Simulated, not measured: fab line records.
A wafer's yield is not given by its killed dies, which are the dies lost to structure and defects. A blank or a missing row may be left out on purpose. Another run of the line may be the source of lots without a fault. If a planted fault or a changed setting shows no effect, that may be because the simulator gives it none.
Comparing a struck lot with a sound one -- flow nand_harc -- 15 steps out of a route of 1159
Sound: wafers L876.2, L876.3, L876.5. Struck: wafer L881.3 (L881.2, L881.5, from the same lot, were not struck and are left out); the cause is given at the end.
At each step with rows: each side's tool, then ch and its chambers, then its first start. Under that, the readings that differ: sound wafers -- struck wafers -- difference of the means -- sigmas: that difference in standard deviations of wafers without a fault.
alike: readings whose means differ by less than 2 such deviations, and words and numbers that are the same on both sides. not compared: withheld readings, readings that some wafer has no value for, bounds like >300 that may hide the same value, and numbers for which the record gives no deviation and whose values overlap.
The two part at a step that has a row with sigmas, a row that says differs or no value, or rows on one side only. Numbers that don't overlap but have no deviation are shown without sigmas and don't part them. Lack of a reading on every wafer of one side parts them only where that side has two or more wafers.

first, 5 steps without rows for these wafers: NHARC_A_CONTACT_SOFTBAKE_37 (time 55 s); NHARC_A_CONTACT_EBR_38; NHARC_A_CONTACT_EXPOSE_39 (exposes mask A CC 3); NHARC_A_CONTACT_PEB_40 (peb time 65 s); NHARC_A_CONTACT_DEVELOP_41 (develop time 35 s).
NHARC_A_CONTACT_CD_MEAS_42: target cd 200 nm.
  sound on cd_sem-01 ch 0, day 18 01:29; struck on cd_sem-03 ch 0, day 19 14:12
  alike: cd_nm
NHARC_A_CONTACT_OVL_MEAS_43:
  struck on overlay-01, day 19 14:17; sound on overlay-02, day 18 01:35
  alike: overlay_x_nm, overlay_y_nm
NHARC_A_CONTACT_INSPECT_44:
  struck on defect_inspect-02, day 19 14:19; sound on defect_inspect-02, day 18 01:37
  alike: raw_defect_count
NHARC_A_CONTACT_DESCUM_47: chemistry O2, time 3 s.
  sound on rie_diel-04 ch 2,3, day 18 01:41; struck on rie_diel-04 ch 2, day 19 14:23
  alike: drypump_motor_current_A, oes_product_au, rf_vpp_V, showerhead_plenum_p_Torr, throttle_valve_pct
  not compared: rf_hours_counter_h
NHARC_A_CONTACT_ETCH_48: etches the open film in CF4, target depth 39 nm, time 65 s.
  sound on rie_diel-04 ch 1,2,3, day 18 01:46; struck on rie_diel-04 ch 0, day 19 14:28
  alike: cf4_flow_sccm, drypump_motor_current_A, oes_product_au, rf_vpp_V, run_length_s, showerhead_plenum_p_Torr, throttle_valve_pct
  not compared: rf_hours_counter_h
NHARC_A_CONTACT_ETCH_49: etches the open film in N2/H2, target depth 260 nm, time 475.3 s.
  sound: rie_diel-04 ch 0,1; struck: rie_diel-04 ch 3
reading,sound,struck,difference,sigmas
run_length_s (s),496.2 496.4 496.8,497.3,+0.8,+2
  alike: drypump_motor_current_A, n2_flow_sccm, oes_product_au, rf_vpp_V, showerhead_plenum_p_Torr, throttle_valve_pct
  not compared: rf_hours_counter_h
NHARC_A_CONTACT_ETCH_50: etches the open film in CF4/CHF3, target depth 84.7 nm, time 42.4 s.
  sound: rie_diel-04 ch 0,1; struck: rie_diel-04 ch 3
reading,sound,struck,difference,sigmas
run_length_s (s),63.7 63.3 63.5,64.2,+0.7,+2
  alike: cf4_flow_sccm, drypump_motor_current_A, oes_product_au, rf_vpp_V, showerhead_plenum_p_Torr, throttle_valve_pct
  not compared: rf_hours_counter_h
NHARC_A_CONTACT_ETCH_51: etches the open film in O2/COS, target depth 3600 nm, time 936 s.
  sound on rie_diel-04 ch 1,2,3, day 18 02:25; struck on rie_diel-04 ch 0, day 19 15:03
reading,sound,struck,difference,sigmas
rf_vpp_V (V),314.2 315.2 317.4,311.7,-3.9,-3
run_length_s (s),957.9 956.8 957.5,674.1,-283.3,-99 or more
  alike: drypump_motor_current_A, oes_product_au, showerhead_plenum_p_Torr, throttle_valve_pct
  not compared: rf_hours_counter_h
NHARC_A_CONTACT_ETCH_111: etches the open film in C4F8/O2/Ar, time 140 s, target depth 700 nm.
  sound on har_cap_etch-02 ch 0, day 18 02:58; struck on har_cap_etch-02 ch 0, day 19 15:38
  alike: run_length_s
  not compared: rf_hours_counter_h
-- record jumps: 3 days between struck wafers' starts before vs after; left off in module A_CONTACT, resumes in module END, first step shown is number 1159 of the route --
NHARC_END_SORT_01:
  here the record holds rows for the struck wafers (prober-01 ch 0, day 22 11:22) but none for the sound ones

WHERE THEY PART
Last at NHARC_END_SORT_01 as far as this record goes, first at NHARC_A_CONTACT_ETCH_49.

WHY: the cause the simulator had injected
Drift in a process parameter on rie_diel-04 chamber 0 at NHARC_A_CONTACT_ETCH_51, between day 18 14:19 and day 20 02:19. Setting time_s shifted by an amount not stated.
